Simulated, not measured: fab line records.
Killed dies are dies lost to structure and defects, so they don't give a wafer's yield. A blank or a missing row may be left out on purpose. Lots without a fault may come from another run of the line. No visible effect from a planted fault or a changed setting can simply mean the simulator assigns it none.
fab line records	flow nand_harc
record lots=6	wafers=18	last_day=34
route steps=1302 shown A_WL_FILL@965 A_CONTACT@983 END@1302
lots with no fault: from the same line, run without faults
start_h: the number of hours between the record's first day and the start of the first shown wafer of the lot	wait_h: hours elapsed since this lot's preceding step	" repeats the value in the row above	L1.1+2: a single row standing in for several wafers	- no value present, or no start provided	* or withheld: withheld	< > ~ a bound
route shown NAME@n: NAME is a module with steps in the file, n the number in the route of the first one	usual: mean and standard deviation over wafers with no fault	same: alike in all rows	chamber/n: place in a boat	sites: readings site by site	_std_site: how widely they spread, as a standard deviation	_edge_site: mean of outer sites minus mean of inner sites	radius_mm: for every site, how far away it sits from the centre of the wafer	mask NAME#n: copy n	behind: the last tool/chamber to shape the wafer	hold: why the lot was held/for how many hours/how that ended	device: transistor that didn't switch, given as n, p or np	end of line: the tests these same wafers got at the end of their route	a step without rows: its recipe alone	killed: at the first sort, the dies lost to defects and structure; wafer yield is something else	map: a wafer's dies, x killed, . not, _ none there
set.NAME: the setting the step ran with; set.NAME@STEP: the setting that earlier step ran with	model.NAME: the simulator's own value behind a step, which no gauge read
a table for each step, a row for each wafer; lots at some steps of the route
services: the hour from which a tool's chamber was out of use, counted from the record's first day as start_h (under 0 if before that day), plus the number of hours and why
## steps
# step NHARC_A_WL_FILL_ALD_10
# recipe target_thk_a=500	pulse_time_s=10	ald_cycles=500	temp_c=300	material=SiO2
# step NHARC_A_WL_FILL_ETCHBACK_16
# recipe target_depth_a=1200	time_s=24	c4f8_flow_sccm=withheld	o2_flow_sccm=8	ar_flow_sccm=withheld	rf_w=600	bias_w=800	chemistry=C4F8/O2/Ar
# usual chamber_pressure_mTorr=25.001/0.023	oes_product_au=0.983/0.026	rf_fwd_power_W=588.5/2.7	rf_vpp_V=726/3.2
lot.wafer	tool	chamber	start_h	wait_h	chamber_pressure_mTorr	oes_product_au	rf_fwd_power_W	rf_hours_counter_h	rf_vpp_V
L682.1	rie_diel-02	2	-	-	25.048	0.998	594.6	2.4	728
L682.2	"	3	"	"	25.011	0.996	589.7	2.3	730
L682.6	"	3	"	"	24.984	0.997	589.6	-	728
L692.1	rie_diel-12	0	-	-	24.975	0.995	586.6	3.9	730
L692.4	"	1	"	"	24.990	1.014	587.9	3.8	727
L692.6	"	0	"	"	24.984	0.996	589.1	-	728
L696.1	rie_diel-02	0	-	-	25.011	0.992	588.4	1.2	722
L696.4	"	1	"	"	25.013	1.011	588.4	1.2	725
L696.2	"	2	"	"	24.982	1.005	592.5	1.2	728
L699.3	rie_diel-12	3	-	-	24.978	1.004	588.8	1.2	725
L699.1	"	0	"	"	24.965	1.010	589.2	1.1	730
L699.6	"	0	"	"	24.983	0.990	586.8	-	729
L701.4	rie_diel-07	0	-	-	25.010	0.987	587.9	2.9	726
L701.2	"	2	"	"	24.990	0.981	590.9	2.7	721
L701.6	"	3	"	"	25.002	0.991	587.1	-	725
L703.1	rie_diel-07	3	-	-	24.998	0.978	582.8	3.5	725
L703.2	"	0	"	"	24.971	0.975	592.7	3.5	726
L703.5	"	2	"	"	25.007	0.988	587.6	-	720
# step NHARC_A_WL_FILL_STRIP_29
# recipe time_s=20	o2_flow_sccm=500	ar_flow_sccm=0	bias_w=0	chemistry=O2
# usual chamber_pressure_mTorr=59.99/0.053	drypump_motor_current_A=5.7/0.46	o2_flow_sccm=499.9/1.4	oes_product_au=0.998/0.0092	rf_vpp_V=58.0/0.88	showerhead_plenum_p_Torr=3.61/0.11	throttle_valve_pct=17.036/0.0091
lot.wafer	tool	chamber	start_h	wait_h	chamber_pressure_mTorr	drypump_motor_current_A	o2_flow_sccm	oes_product_au	rf_hours_counter_h	rf_vpp_V	showerhead_plenum_p_Torr	throttle_valve_pct
L682.2	rie_diel-02	2	491.33	0.1	60.00	5.9	501.1	1.004	2.4	57.7	3.70	17.022
L682.1	"	3	"	"	59.98	5.8	500.5	1.002	2.3	57.4	3.72	17.032
L682.6	"	3	"	"	60.09	5.8	500.0	1.007	-	58.2	3.72	17.028
L692.4	rie_diel-12	1	594.98	0.1	59.97	5.3	498.5	1.006	3.8	57.9	3.58	17.044
L692.1	"	2	"	"	59.97	6.4	500.5	0.983	3.8	58.1	3.40	17.031
L692.6	"	2	"	"	59.99	6.4	499.6	0.986	-	58.8	3.40	17.027
L696.4	rie_diel-02	1	624.12	0.1	59.96	5.7	501.0	1.010	1.2	59.3	3.65	17.039
L696.2	"	2	"	"	60.00	6.0	497.5	0.998	1.2	59.1	3.70	17.030
L696.1	"	0	"	"	60.06	5.6	499.5	1.001	1.2	56.4	3.53	17.044
L699.3	rie_diel-12	1	674.18	0.1	59.98	5.3	500.4	0.999	1.3	58.5	3.58	17.045
L699.1	"	3	"	"	60.04	5.0	500.1	1.008	1.2	57.5	3.63	17.019
L699.6	"	1	"	"	59.99	5.3	500.9	0.994	-	57.7	3.58	17.029
L701.2	rie_diel-07	1	694.53	0.1	59.93	5.1	500.9	1.005	2.7	58.3	3.74	17.033
L701.4	"	3	"	"	59.88	6.1	500.7	0.987	2.9	58.2	3.57	17.051
L701.6	"	1	"	"	60.01	5.1	499.9	0.995	-	59.1	3.74	17.026
L703.2	rie_diel-07	1	715.75	0.1	59.97	5.2	499.9	0.984	3.5	58.5	3.74	17.030
L703.1	"	3	"	"	60.01	6.0	498.9	1.001	3.5	60.3	3.56	17.039
L703.5	"	1	"	"	60.04	5.2	498.9	0.994	-	58.6	3.74	17.035
# step NHARC_A_WL_FILL_ETCHBACK_17
# recipe target_depth_a=40	time_s=26.7	chemistry=Cl2/BCl3
# usual chamber_pressure_mTorr=10.000/0.0096	drypump_motor_current_A=5.8/0.32	oes_product_au=0.996/0.0068
lot.wafer	tool	chamber	start_h	wait_h	chamber_pressure_mTorr	drypump_motor_current_A	oes_product_au	rf_hours_counter_h
L682.1	rie_metal-03	1	491.41	-	9.995	5.2	1.014	2.5
L682.2	"	0	"	"	10.006	5.6	0.993	2.5
L682.6	"	0	"	"	10.003	5.5	1.000	-
L692.1	rie_metal-01	0	595.09	-	9.999	6.1	1.004	0.2
L692.4	"	0	"	"	10.009	6.1	0.999	-
L692.6	"	1	"	"	10.007	5.6	0.990	-
L696.2	rie_metal-01	0	624.20	-	9.992	6.1	1.005	0.7
L696.1	"	1	"	"	10.002	5.6	0.993	0.7
L696.4	"	0	"	"	9.995	6.1	1.013	-
L699.1	rie_metal-03	0	674.30	-	10.020	5.5	0.995	2.3
L699.3	"	1	"	"	9.990	5.2	0.996	-
L699.6	"	1	"	"	9.980	5.2	1.001	-
L701.2	rie_metal-03	0	694.64	-	9.997	5.5	0.993	2.6
L701.4	"	1	"	"	9.993	5.2	0.997	-
L701.6	"	0	"	"	10.009	5.5	1.005	-
L703.2	rie_metal-02	1	715.83	-	9.985	6.0	1.000	1.5
L703.1	"	0	"	"	10.006	6.0	1.003	1.5
L703.5	"	0	"	"	10.004	6.0	1.005	-
# step NHARC_A_WL_FILL_PRECLEAN_18
# recipe time_s=30	chemistry=dHF
# step NHARC_A_WL_FILL_SRD_21
# step NHARC_A_WL_FILL_CVD_23
# recipe target_thk_a=400	temp_c=620	pressure_mtorr=200	time_s=800	material=poly-Si
# step NHARC_A_WL_FILL_ETCHBACK_26
# recipe target_depth_a=520	time_s=13.3	hbr_flow_sccm=150	rf_w=350	icp_w=350	bias_w=60	chemistry=HBr
# usual chamber_pressure_mTorr=15.000/0.014	drypump_motor_current_A=5.8/0.52	oes_product_au=1.000/0.01	rf_fwd_power_W=342.8/1.7	throttle_valve_pct=23.266/0.009
lot.wafer	tool	chamber	start_h	wait_h	chamber_pressure_mTorr	drypump_motor_current_A	oes_product_au	rf_fwd_power_W	rf_hours_counter_h	throttle_valve_pct
L682.2	rie_si-01	2	496.56	0.4	15.012	6.0	0.987	343.2	0.8	23.272
L682.1	"	0	"	"	15.005	5.8	1.002	340.9	0.9	23.271
L682.6	"	2	"	"	14.991	6.0	0.983	342.7	-	23.250
L692.4	rie_si-03	1	600.27	0.4	14.985	5.7	0.983	344.2	0.1	23.271
L692.1	"	2	"	"	15.003	5.0	0.992	341.0	0.1	23.270
L692.6	"	1	"	"	15.014	5.7	0.985	342.8	-	23.277
L696.2	rie_si-01	3	629.34	0.4	14.985	6.6	0.994	343.2	0.5	23.259
L696.1	"	1	"	"	14.983	4.9	0.988	342.0	0.5	23.255
L696.4	"	2	"	"	15.007	5.9	0.996	342.0	0.5	23.255
L699.3	rie_si-01	3	679.39	0.4	14.978	6.6	0.996	343.6	0.9	23.276
L699.1	"	1	"	"	14.971	4.9	0.994	341.5	0.8	23.259
L699.6	"	3	"	"	15.015	6.6	0.994	343.0	-	23.268
L701.4	rie_si-03	3	699.87	0.4	14.996	5.7	0.993	346.3	0.6	23.254
L701.2	"	0	"	"	14.999	6.2	1.014	344.0	0.8	23.268
L701.6	"	1	"	"	15.005	5.8	0.996	343.5	-	23.278
L703.1	rie_si-05	1	720.40	0.4	14.987	6.5	0.989	345.6	0.3	23.258
L703.2	"	0	"	"	15.000	5.5	1.005	342.6	0.3	23.266
L703.5	"	2	"	"	14.999	6.2	1.000	341.9	-	23.279
# step NHARC_A_WL_FILL_PRECLEAN_30
# recipe time_s=10	chemistry=dHF
# step NHARC_A_WL_FILL_SRD_14
# step NHARC_A_WL_FILL_ALD_19
# recipe target_thk_a=20	pulse_time_s=3	ald_cycles=100	temp_c=450	material=TiN
# step NHARC_A_WL_FILL_CVD_20
# recipe target_thk_a=1000	temp_c=400	pressure_torr=40	wf6_flow_sccm=40	h2_flow_sccm=1600	ar_flow_sccm=1560	time_s=74	material=W
# usual heater_power_w=877/35	throttle_valve_pct=7.94/0.23
lot.wafer	tool	chamber	start_h	wait_h	heater_power_w	since_wet_clean_h	throttle_valve_pct
L682.2	cvd_w-01	0	497.16	-	906	118	8.09
L682.1	"	1	"	"	887	118	7.72
L682.6	"	0	"	"	892	-	8.16
L692.1	cvd_w-02	0	600.77	-	940	137	8.12
L692.4	"	1	"	"	827	-	8.15
L692.6	"	1	"	"	839	-	7.89
L696.2	cvd_w-02	1	629.81	-	825	166	8.38
L696.1	"	0	"	"	915	166	7.86
L696.4	"	1	"	"	845	-	7.89
L699.1	cvd_w-01	1	679.88	-	846	120	8.04
L699.3	"	1	"	"	838	-	7.72
L699.6	"	0	"	"	867	-	8.08
L701.2	cvd_w-01	0	700.31	-	896	140	8.25
L701.4	"	0	"	"	889	-	8.37
L701.6	"	0	"	"	886	-	8.20
L703.1	cvd_w-02	1	720.86	-	868	76	8.32
L703.2	"	0	"	"	906	76	7.80
L703.5	"	1	"	"	853	-	8.51
# step NHARC_A_WL_FILL_CMP_12
# recipe t_overpolish_s=30	target_thk_nm=100
# step NHARC_A_WL_FILL_SRD_31
# step NHARC_A_CONTACT_DEP_24
# recipe target_thk_a=5000	temp_c=400	pressure_torr=6.5	rf_w=900	teos_flow_sccm=161.4	flow_sccm=2650	target_thk_nm=500	gas=O2	material=SiO2
# step NHARC_A_CONTACT_DEP_28
# recipe target_thk_a=70000	temp_c=400	material=aC
# step NHARC_A_CONTACT_DEP_29
# recipe target_thk_a=1000	target_thk_nm=100	temp_c=400	pressure_torr=3.5	flow_sccm=200	rf_w=350	material=SiON
# step NHARC_A_CONTACT_DEHYDRATE_32
# recipe temp_c=150	time_s=120
# step NHARC_A_CONTACT_HMDS_33
# recipe time_s=30
# step NHARC_A_CONTACT_COAT_34
# recipe temp_c=260	time_s=75
# step NHARC_A_CONTACT_COAT_35
# recipe temp_c=225	time_s=65
# step NHARC_A_CONTACT_COAT_36
# recipe spin_rpm=1500	resist_thk_nm=90
# step NHARC_A_CONTACT_SOFTBAKE_37
# recipe temp_c=105	time_s=55
# step NHARC_A_CONTACT_EBR_38
# step NHARC_A_CONTACT_EXPOSE_39
# recipe na=1.35	sigma_outer=0.8	dose_mj=58.79	mask_id=A_CC_3
# step NHARC_A_CONTACT_PEB_40
# recipe peb_temp_c=100	peb_time_s=65
# step NHARC_A_CONTACT_DEVELOP_41
# recipe develop_time_s=35	dev_temp_c=23
# step NHARC_A_CONTACT_CD_MEAS_42
# recipe target_cd_nm=300	landing_energy_ev=500
# usual cd_nm=299.9/0.6
lot.wafer	tool	chamber	start_h	wait_h	cd_nm
L682.1	cd_sem-01	0	506.43	-	299.7
L682.2	"	0	"	"	299.7
L682.6	"	0	"	"	299.5
L692.1	cd_sem-03	0	610.61	-	300.0
L692.4	"	0	"	"	299.9
L692.6	"	0	"	"	300.2
L696.1	cd_sem-03	0	636.17	-	299.9
L696.2	"	0	"	"	298.8
L696.4	"	0	"	"	299.6
L699.1	cd_sem-01	0	686.13	-	300.4
L699.3	"	0	"	"	300.1
L699.6	"	0	"	"	300.7
L701.2	cd_sem-03	0	706.71	-	299.3
L701.4	"	0	"	"	299.2
L701.6	"	0	"	"	299.8
L703.1	cd_sem-02	0	727.16	-	299.5
L703.2	"	0	"	"	299.5
L703.5	"	0	"	"	300.7
# step NHARC_A_CONTACT_OVL_MEAS_43
# usual overlay_x_nm=0.1/0.75	overlay_y_nm=0.1/0.92
lot.wafer	tool	chamber	start_h	wait_h	overlay_x_nm	overlay_y_nm
L682.1	overlay-02	-	506.52	-	-0.3	0.3
L682.2	"	-	"	"	0.0	0.7
L682.6	"	-	"	"	0.0	0.6
L692.1	overlay-01	-	610.70	-	0.9	1.2
L692.4	"	-	"	"	0.7	0.0
L692.6	"	-	"	"	1.3	0.6
L696.1	overlay-02	-	636.25	-	0.0	-0.7
L696.2	"	-	"	"	0.2	-0.5
L696.4	"	-	"	"	0.5	-0.6
L699.1	overlay-01	-	686.22	-	-0.6	0.9
L699.3	"	-	"	"	-0.3	1.3
L699.6	"	-	"	"	-0.6	1.2
L701.2	overlay-01	-	706.80	-	-1.1	0.7
L701.4	"	-	"	"	-0.8	0.5
L701.6	"	-	"	"	-0.6	0.7
L703.1	overlay-02	-	727.25	-	0.2	1.2
L703.2	"	-	"	"	-0.1	0.8
L703.5	"	-	"	"	0.5	0.8
# step NHARC_A_CONTACT_DESCUM_47
# recipe time_s=3	o2_flow_sccm=200	ar_flow_sccm=0	bias_power_w=0	chemistry=O2
# step NHARC_A_CONTACT_ETCH_48
# recipe target_depth_a=390	over_etch_frac=0.3	time_s=65	ion_energy_ev=80	cf4_flow_sccm=150	ar_flow_sccm=0	rf_w=300	bias_w=100	chemistry=CF4
# usual chamber_pressure_mTorr=50.00/0.048	drypump_motor_current_A=5.79/0.29	oes_product_au=1.003/0.0095	rf_fwd_power_W=297.0/1.1	rf_vpp_V=151.4/1.4	showerhead_plenum_p_Torr=1.79/0.084	throttle_valve_pct=13.284/0.0095
lot.wafer	tool	chamber	start_h	wait_h	chamber_pressure_mTorr	drypump_motor_current_A	oes_product_au	rf_fwd_power_W	rf_hours_counter_h	rf_vpp_V	showerhead_plenum_p_Torr	throttle_valve_pct
L682.2	rie_diel-08	2	506.74	0.1	49.96	5.95	1.005	296.1	36	152.1	1.90	13.280
L682.1	"	1	"	"	49.98	6.29	1.002	298.3	35	152.9	1.88	13.300
L682.6	"	2	"	"	50.04	5.96	0.999	295.6	-	152.3	1.90	13.286
L692.4	rie_diel-08	0	610.89	0.1	49.99	5.91	1.004	296.8	24	149.3	1.72	13.286
L692.1	"	1	"	"	50.06	6.31	1.004	297.5	25	151.4	1.87	13.272
L692.6	"	0	"	"	50.00	5.93	1.010	297.6	-	150.0	1.72	13.275
L696.2	rie_diel-05	0	636.44	0.1	50.10	5.59	1.007	299.1	3	151.8	1.89	13.281
L696.4	"	1	"	"	49.90	6.19	0.993	297.4	3	152.6	1.87	13.270
L696.1	"	3	"	"	49.99	5.94	1.008	295.4	5	150.1	1.73	13.283
L699.3	rie_diel-04	1	686.41	0.1	50.00	5.46	1.000	296.9	22	151.9	1.71	13.286
L699.1	"	0	"	"	49.95	5.76	0.995	296.1	23	149.2	1.64	13.282
L699.6	"	1	"	"	49.90	5.46	1.006	296.7	-	150.0	1.71	13.279
L701.2	rie_diel-05	1	706.98	0.1	49.97	6.15	0.992	294.2	18	152.4	1.87	13.293
L701.4	"	3	"	"	49.93	5.98	1.012	295.2	27	150.7	1.73	13.282
L701.6	"	1	"	"	50.04	6.14	1.001	296.6	-	151.3	1.87	13.274
L703.2	rie_diel-04	1	727.45	0.1	50.03	5.47	1.004	296.9	2	150.9	1.71	13.281
L703.1	"	2	"	"	49.99	6.00	0.990	296.8	2	153.0	1.82	13.273
L703.5	"	2	"	"	50.04	6.01	0.980	297.2	-	152.5	1.82	13.287
# step NHARC_A_CONTACT_ETCH_49
# recipe target_depth_a=2600	over_etch_frac=0.3	time_s=475.3	ion_energy_ev=200	n2_flow_sccm=150	h2_flow_sccm=150	ar_flow_sccm=0	rf_w=400	bias_w=150	chemistry=N2/H2
# step NHARC_A_CONTACT_ETCH_50
# recipe target_depth_a=1210	time_s=60.5	cf4_flow_sccm=100	chf3_flow_sccm=30	ar_flow_sccm=0	rf_w=500	bias_w=200	chemistry=CF4/CHF3
# step NHARC_A_CONTACT_ETCH_51
# recipe target_depth_a=70000	over_etch_frac=0.3	time_s=1820	ion_energy_ev=150	o2_flow_sccm=400	cos_flow_sccm=20	ar_flow_sccm=0	rf_w=500	bias_w=300	chemistry=O2/COS
# step NHARC_A_CONTACT_ETCH_111
# recipe source_w=withheld	pressure_mtorr=20	bias_v=withheld	time_s=140	target_depth_a=7000	ar_flow_sccm=withheld	c4f8_flow_sccm=withheld	o2_flow_sccm=withheld	chemistry=C4F8/O2/Ar
# step NHARC_END_SORT_01
# recipe temp_c=25
# usual killed_at_array=49/19	killed_at_other=0.9/1.1	killed_at_periphery=4.0/2.7	killed_dies=54/19	killed_open=3.3/1.8	killed_short=2.6/1.6
# same gross_dies=677
lot.wafer	tool	chamber	start_h	wait_h	killed_at_array	killed_at_other	killed_at_periphery	killed_dies	killed_open	killed_short
L692.4	prober-02	0	687.95	3.4	123	1	4	128	5	3
L692.6	prober-02	0	689.53	4.0	118	2	1	121	3	0
L696.2	prober-01	0	715.54	2.8	124	1	5	130	1	1
L696.4	prober-01	0	717.14	3.4	123	0	4	127	2	4
# killed by level:class
L692.4 A_WL_FILL:unspecified=86 A_CHANNEL_HOLE_D1:chamber_film_flake=23 P_GATE:geometric_particle:open=3 A_CHANNEL_FILL_D1:chamber_film_flake=3 A_CONTACT:chamber_film_flake=3 A_STAIRCASE:chamber_film_flake=2 P_M1:geometric_particle:open=1 A_ONON_D2:geometric_particle:open=1
L692.6 A_WL_FILL:unspecified=80 A_CHANNEL_HOLE_D1:chamber_film_flake=32 A_CHANNEL_FILL_D1:chamber_film_flake=3 THIN_TSV:chamber_film_flake=2 P_CONTACT:geometric_particle:open=1 A_CHANNEL_FILL_D1:geometric_particle:open=1 A_CHANNEL_HOLE_D2:geometric_particle:open=1 A_WL_FILL:chamber_film_flake=1
L696.2 A_WL_FILL:unspecified=87 A_CHANNEL_HOLE_D2:chamber_film_flake=16 A_CHANNEL_HOLE_D1:chamber_film_flake=11 A_SLIT:chamber_film_flake=5 P_CONTACT:chamber_film_flake=3 A_STAIRCASE:chamber_film_flake=2 A_ONON_D1:geometric_particle:open=1 A_CHANNEL_FILL_D1:geometric_particle:short=1
L696.4 A_WL_FILL:unspecified=91 A_CHANNEL_HOLE_D2:chamber_film_flake=20 A_CHANNEL_HOLE_D1:chamber_film_flake=5 P_CONTACT:geometric_particle:open=2 A_WL_FILL:geometric_particle:short=2 A_STAIRCASE:chamber_film_flake=2 P_M0:geometric_particle:short=1 A_ONON_D2:geometric_particle:short=1
# map L692.4 (x killed, . not)
____________.____________
_________..x...._________
_______xxxxx......_______
______xxxxxx.......______
_____xxxxxxx........_____
____xxxxxxx..........____
____xxxxxxxxx........____
___xxxxxxxxx..........___
___xxxxxxxxxx.........___
__.xxxxxxxx.x..........__
__..xxxxxxxx...........__
_x..xxxxxxx............._
_....x.xxxx..x.........._
_........x.....x........_
_x.x................x..._
_xx....x.....x.......x.._
xxx.....................x
xxxxx....................
xxxx.....................
xx............x..x.......
xxx.x......x.........x...
_.x....................._
_......................._
_................x......_
_x......................_
_......................._
__.....................__
__............x........__
___...................___
___.......x...........___
____..........xx.....____
____.................____
_____..............._____
______.............______
_______..........x_______
_________...x..x_________
____________.____________
# map L696.2 (x killed, . not)
____________.____________
_________......._________
_______xxx.x....x._______
______xxxxxxx......______
_____xxxxxxx........_____
____xxxxxxxx.........____
____xxxxxxxxx........____
___xxxxxxxxxx.x.......___
___.xxxxxxxx..........___
__x.xxxxxxxx...........__
__..xxxxxxxx...........__
_....xxxxxxx............_
_..x...xx.xx......xx...._
_.x..xx.xxx............._
_..........x....x.xx...._
_..............x.x......_
.x............xxxxx......
.x.............xxxx..x...
.x............xx.xxx.....
x...............xx.......
.x...............xx......
_.............x....x...._
_......................._
_......x......x.....x..._
_......................._
_......................._
__...................x.__
__................x....__
___...................___
___.................x.___
____.................____
____.................____
_____..............._____
______.............______
_______..........._______
_________......._________
____________.____________
## services
tool	chamber	start_h	hours	kind
rie_diel-07	-	471.20	9.0	pm
rie_diel-07	2	484.12	2.5	repair
cvd_w-02	1	495.53	9.1	repair
cvd_w-01	1	501.31	2.9	repair
rie_metal-03	-	519.12	9.0	pm
rie_diel-02	1	529.13	17.8	repair
rie_diel-07	2	532.14	2.5	repair
cvd_w-01	-	547.00	13.0	pm
rie_si-01	-	547.00	9.0	pm
cvd_w-02	-	547.04	0.5	repair
rie_diel-02	2	565.61	6.4	repair
rie_diel-02	-	570.70	9.0	pm
rie_diel-07	3	593.18	9.3	repair
rie_diel-07	2	605.78	2.4	repair
rie_diel-12	-	622.44	9.0	pm
cvd_w-02	-	631.48	13.0	pm
rie_diel-12	2	631.77	10.4	repair
rie_diel-07	3	645.54	2.3	repair
rie_diel-07	-	648.20	9.0	pm
rie_diel-12	0	658.69	4.7	repair
rie_diel-12	2	666.97	14.6	repair
rie_diel-07	1	696.20	7.4	repair
rie_diel-12	3	702.84	2.8	repair
rie_diel-02	2	706.95	12.9	repair
## key
first_sign step=NHARC_END_SORT_01	reading=killed_at_array	direction=up	sigmas=3.9	usual=49	struck=122
effect step=NHARC_END_SORT_01	reading=killed_dies	direction=up	sigmas=3.8	usual=54	struck=126
more_kills_born_at NHARC_A_WL_FILL_CVD_20@cvd_w-02=344
met_at NHARC_A_WL_FILL_CVD_20
struck_wafers L692.4,L692.6,L696.2,L696.4
tester_left_out L692,L696
fault kind=chamber_particle_source	tool=cvd_w-02	chamber=1	onset_h=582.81	steps=NHARC_A_WL_FILL_CVD_20	rate_per_visit_cm2=1.6149	end_h=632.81
# tester_left_out: of these lots the tester's yield and bins aren't shown, on N5 and GAA mostly nor the transistor test; their killed dies are dies lost to structure and defects alone, not to doping, threshold or leakage, so they don't give the yield
